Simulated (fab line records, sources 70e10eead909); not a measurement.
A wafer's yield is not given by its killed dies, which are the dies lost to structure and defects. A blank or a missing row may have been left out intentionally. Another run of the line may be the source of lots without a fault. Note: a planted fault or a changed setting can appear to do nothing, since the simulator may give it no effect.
Struck lot and sound lot, side by side | flow nand_harc | 35 steps out of a route of 1302
Sound: these wafers, L660.1, L660.2, L660.3. Struck: wafers L661.1, L661.2, L661.5. The cause is given at the end.
Each step with rows lists, per side, the tool, then ch with its chambers, then its first start. Under that, the readings that differ: sound wafers | struck wafers | difference of the means | sigmas: that difference in standard deviations of wafers without a fault.
alike: readings with means less than 2 such deviations apart, plus words and numbers identical on both sides. not compared: withheld readings, readings lacking a value on some wafer, bounds such as >300 that could conceal the same value, and numbers that have no deviation in the record and whose values overlap.
Wherever a step has rows on one side only, a row that says differs or no value, or a row with sigmas, the two part there. Non-overlapping numbers with no deviation appear without sigmas and do not part them. Lack of a reading on every wafer of one side parts them only where that side has two or more wafers.

first, 7 steps without rows for these wafers: NHARC_P_STI_DEVELOP_08 (time 50 s); NHARC_P_STI_HARDBAKE_13 (time 65 s); NHARC_P_STI_DESCUM_14 (chemistry O2, time 3 s); NHARC_P_STI_ETCH_42 (etches the open film in N2/H2, target depth 80 nm, overetch 24 nm, time 61 s); NHARC_P_STI_ETCH_31 (etches the open film in CF4/CHF3, target depth 108.9 nm, time 54.5 s); NHARC_P_STI_ETCH_15 (etches the open film in HBr/Cl2, target depth 300 nm, time 100.1 s); NHARC_P_STI_STRIP_19 (strips in SPM, time 900 s).
NHARC_P_STI_PRECLEAN_32: cleans in SC1.
  sound on wet_bench-07 ch 2,3,4, day 4 01:05; struck on wet_bench-07 ch 0,3,6, day 4 13:11
then, 25 steps without rows for these wafers: NHARC_P_STI_SRD_23; NHARC_P_STI_OXIDE_33 (material SiO2, target thk 10 nm, ox time 281 s); NHARC_P_STI_HDPCVD_20 (deposits SiO2); NHARC_P_STI_ANNEAL_34 (time 1800 s); NHARC_P_STI_CMP_21 (polishes, t overpolish 20 s, target thk 380.67 nm); NHARC_P_STI_SRD_35; NHARC_P_STI_ETCH_36 (etches SiO2 in dHF, target depth 38.8 nm); NHARC_P_STI_STRIP_24 (strips Si3N4 in H3PO4); NHARC_P_STI_ETCH_37 (etches SiO2 in dHF, target depth 11 nm); NHARC_P_STI_PRECLEAN_38 (cleans in SC1); NHARC_P_STI_SRD_39; NHARC_P_STI_OXIDE_40 (material SiO2, target thk 10 nm, ox time 1362 s); NHARC_P_GATE_ETCH_69 (etches SiO2 in dHF, target depth 14 nm); NHARC_P_GATE_PRECLEAN_70 (cleans in SC1); NHARC_P_GATE_SRD_01; NHARC_P_GATE_OXIDE_02 (material SiO2, target thk 37.5 nm, ox time 365 s); NHARC_P_GATE_DEHYDRATE_03 (time 120 s); NHARC_P_GATE_HMDS_04 (time 30 s); NHARC_P_GATE_COAT_05; NHARC_P_GATE_SOFTBAKE_06 (time 95 s); NHARC_P_GATE_EBR_07; NHARC_P_GATE_EXPOSE_08 (exposes mask P HV); NHARC_P_GATE_PEB_09 (peb time 85 s); NHARC_P_GATE_DEVELOP_10 (time 70 s); NHARC_P_GATE_HARDBAKE_12 (time 80 s).
-- record jumps: 21 days between struck wafers' starts before vs after; left off in module P_GATE, resumes in module END, first step shown is number 1301 of the route --
NHARC_END_WLT_00:
  sound on prober-01 at day 25 14:14; struck on prober-02 at day 25 21:59
  reading                           | sound             | struck            | difference | sigmas
  VT_DECK1_BOTTOM                   | 0.875 0.878 0.867 | 1.016 1.000 0.999 | +0.132     | +17
  VT_DECK1_BOTTOM_INNER             | 0.872 0.878 0.880 | 0.999 1.005 1.012 | +0.129     | +17
  VT_DECK1_MEDIAN_NEAR_BOTTOM       | 0.876 0.879 0.881 | 1.009 1.007 1.012 | +0.131     | +17
  VT_DECK1_MEDIAN_NEAR_BOTTOM_INNER | 0.875 0.885 0.877 | 1.009 1.010 1.011 | +0.131     | +18
  VT_DECK1_MIDDLE                   | 0.882 0.882 0.887 | 1.017 1.016 1.013 | +0.132     | +18
  VT_DECK1_MIDDLE_INNER             | 0.891 0.886 0.886 | 1.017 1.021 1.019 | +0.131     | +18
  VT_DECK1_TOP                      | 0.905 0.897 0.901 | 1.027 1.035 1.027 | +0.129     | +16
  VT_DECK1_TOP_INNER                | 0.897 0.899 0.902 | 1.031 1.037 1.035 | +0.135     | +18
  VT_DECK2_BOTTOM                   | 0.874 0.867 0.871 | 0.984 0.994 1.000 | +0.122     | +18
  VT_DECK2_BOTTOM_INNER             | 0.865 0.865 0.871 | 0.998 0.988 1.001 | +0.129     | +19
  VT_DECK2_MEDIAN_NEAR_BOTTOM       | 0.881 0.867 0.870 | 1.000 1.002 0.999 | +0.128     | +17
  VT_DECK2_MEDIAN_NEAR_BOTTOM_INNER | 0.866 0.870 0.871 | 0.995 1.001 1.010 | +0.133     | +19
  VT_DECK2_MIDDLE                   | 0.882 0.878 0.881 | 1.007 1.017 1.017 | +0.133     | +19
  VT_DECK2_MIDDLE_INNER             | 0.886 0.890 0.884 | 1.007 1.013 1.021 | +0.127     | +18
  VT_DECK2_TOP                      | 0.895 0.899 0.892 | 1.028 1.031 1.032 | +0.135     | +19
  VT_DECK2_TOP_INNER                | 0.887 0.898 0.898 | 1.027 1.037 1.024 | +0.135     | +20
  not compared: hold
NHARC_END_SORT_01:
  sound on prober-01 ch 0, day 25 17:12; struck on prober-02 ch 0, day 26 04:19
  reading         | sound    | struck                                                                     | difference                   | sigmas
  hold            | - - -    | await_dispo/3.4h/release await_dispo/3.4h/release await_dispo/3.4h/release | no value on the sound wafers |
  killed_at_array | 80 69 57 | 14 19 26                                                                   | -49                          | -2
  killed_at_other | 0 0 0    | 3 2 3                                                                      | +3                           | +2
  killed_dies     | 81 71 60 | 18 23 31                                                                   | -47                          | -2
  alike: killed_at_periphery, killed_open, killed_short

## WHERE THEY PART
Earliest at NHARC_END_WLT_00; latest, in this record, at NHARC_END_SORT_01.

WHY: the cause the simulator had injected
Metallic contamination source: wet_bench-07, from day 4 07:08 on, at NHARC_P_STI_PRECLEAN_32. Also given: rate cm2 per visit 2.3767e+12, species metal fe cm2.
